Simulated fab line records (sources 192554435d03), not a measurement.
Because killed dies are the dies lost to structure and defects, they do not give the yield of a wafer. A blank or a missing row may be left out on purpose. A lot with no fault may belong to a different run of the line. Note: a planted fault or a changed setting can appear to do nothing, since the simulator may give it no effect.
One fault seen from 3 desks | flow n5_finfet | numbers are kept per desk, each desk with only its own; the story behind them comes last

## THE TOOL OWNER'S DESK: rie_diel-03
The tool's own readings at N5_SD_EPI_P_ETCH_47 (etches SiOCN in CH3F/O2, target depth 25 nm): means of the sampled wafers that have a number, for each lot that ran on this tool. A lot is out of limits, marked OUT, if its mean lies more than 4 standard deviations from the usual mean; the brackets give that distance. Readings shown: 7 of its 8, picked as those furthest out on some lot.
Columns: A = chamber_pressure_mTorr at N5_SD_EPI_P_ETCH_47, usual 30.000 mTorr; B = drypump_motor_current_A at N5_SD_EPI_P_ETCH_47, usual 5.7 A; C = oes_ar_750_au at N5_SD_EPI_P_ETCH_47, usual 0.76 a.u.; D = oes_f_703_au at N5_SD_EPI_P_ETCH_47, usual 0.76 a.u.; E = rf_vpp_V at N5_SD_EPI_P_ETCH_47, usual 127 V; F = showerhead_plenum_p_Torr at N5_SD_EPI_P_ETCH_47, usual 2.00 Torr; G = throttle_valve_pct at N5_SD_EPI_P_ETCH_47, usual 16.4 %
lot  | first seen here | A      | B   | C    | D    | E   | F    | G
L680 | day 3 11:21     | 29.996 | 5.9 | 0.75 | 0.76 | 126 | 1.97 | 16.3
L684 | day 4 11:20     | 30.009 | 5.9 | 0.75 | 0.75 | 126 | 1.97 | 16.3
L691 | day 6 10:53     | 29.995 | 6.3 | 0.77 | 0.77 | 129 | 2.00 | 16.3
L692 | day 6 14:44     | 30.005 | 6.3 | 0.78 | 0.78 | 128 | 2.05 | 16.4
This desk's finding: nothing out of limits on any of the 4 lots.

## THE DEFECT DESK
For each lot, the counts of the inspections along the route, averaged over the sampled wafers that have a number. A lot is out of limits, marked OUT, if its mean lies more than 4 standard deviations from the usual mean; the brackets give that distance.
Columns: A = raw_defect_count at N5_SD_EPI_P_INSPECT_26, usual 177
lot  | first seen here | A
L680 | day 3 14:33     | 168
L683 | day 4 10:19     | 200
L684 | day 4 14:32     | 146
L686 | day 5 09:05     | 169
L691 | day 6 14:56     | 1545 (+33) OUT
L692 | day 6 17:56     | 1594 (+34) OUT
L695 | day 7 10:14     | 174
L700 | day 8 20:02     | 188
L702 | day 9 05:58     | 221
This desk's verdict: out of limits on L691, L692, starting with L691 at day 6 14:56 (raw_defect_count at N5_SD_EPI_P_INSPECT_26). L680, L683, L684, L686, L695, L700, L702: within limits.

## FROM THE METROLOGY DESK
Means of the sampled wafers that have a number, per lot and without regard to the tool the lot ran on: this is what the gauges read. A lot is out of limits, marked OUT, if its mean lies more than 4 standard deviations from the usual mean; the brackets give that distance. Readings shown: 7 of its 11, picked as those furthest out on some lot.
Columns: A = SD_P_BLK_OVL at N5_SD_EPI_P_OVL_MEAS_10, usual 0.2 nm; B = DIBL_N at N5_BEOL_M4_RC_MEAS_101, usual 37.7 mV/V; C = DIBL_P at N5_BEOL_M4_RC_MEAS_101, usual 37.7 mV/V; D = ION_N at N5_BEOL_M4_RC_MEAS_101, usual 681 uA/um; E = ION_P at N5_BEOL_M4_RC_MEAS_101, usual 463 uA/um; F = VT_N at N5_BEOL_M4_RC_MEAS_101, usual 248 mV; G = VT_P at N5_BEOL_M4_RC_MEAS_101, usual -249 mV
lot  | first seen here | A    | B    | C    | D   | E   | F   | G
L680 | day 3 10:46     | 1.6  | 38.0 | 36.2 | 686 | 461 | 245 | -249
L683 | day 4 06:32     | -0.1 | 38.3 | 38.1 | 671 | 450 | 250 | -253
L684 | day 4 10:45     | 0.4  | 37.3 | 37.6 | 673 | 457 | 249 | -251
L686 | day 5 05:01     | 1.1  | 39.4 | 39.4 | 674 | 457 | 248 | -249
L691 | day 6 10:19     | -0.5 | 38.3 | 36.9 | 680 | 459 | 246 | -251
L692 | day 6 14:09     | -0.4 | 36.7 | 37.4 | 675 | 460 | 249 | -250
L695 | day 7 06:26     | -0.1 | 36.8 | 38.1 | 668 | 455 | 253 | -252
L700 | day 8 16:16     | -1.0 | 36.8 | 36.2 | 678 | 462 | 249 | -249
L702 | day 9 02:11     | 0.2  | 35.6 | 35.2 | 676 | 466 | 249 | -247
This desk's finding: nothing out of limits on any of the 9 lots.

## ALL TOGETHER
The defect desk could have raised an alarm at day 6 14:56, on L691, L692.
The desk of the tool owner found nothing out of limits.
From the metrology desk's view, nothing was out of limits.
On record at the tool owner's desk: L691, L692, within its limits.
The metrology desk has L691, L692 on record, within its limits.
N5_SD_EPI_P_ETCH_47 was run on rie_diel-03 by each of the lots named.

## WHAT WAS PUT IN BY THE SIMULATOR
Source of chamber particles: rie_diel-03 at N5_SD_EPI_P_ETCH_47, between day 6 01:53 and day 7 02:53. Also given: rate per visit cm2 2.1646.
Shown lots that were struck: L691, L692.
Hours from the fault's start to each desk's first reading out of limits: the defect desk, 13.
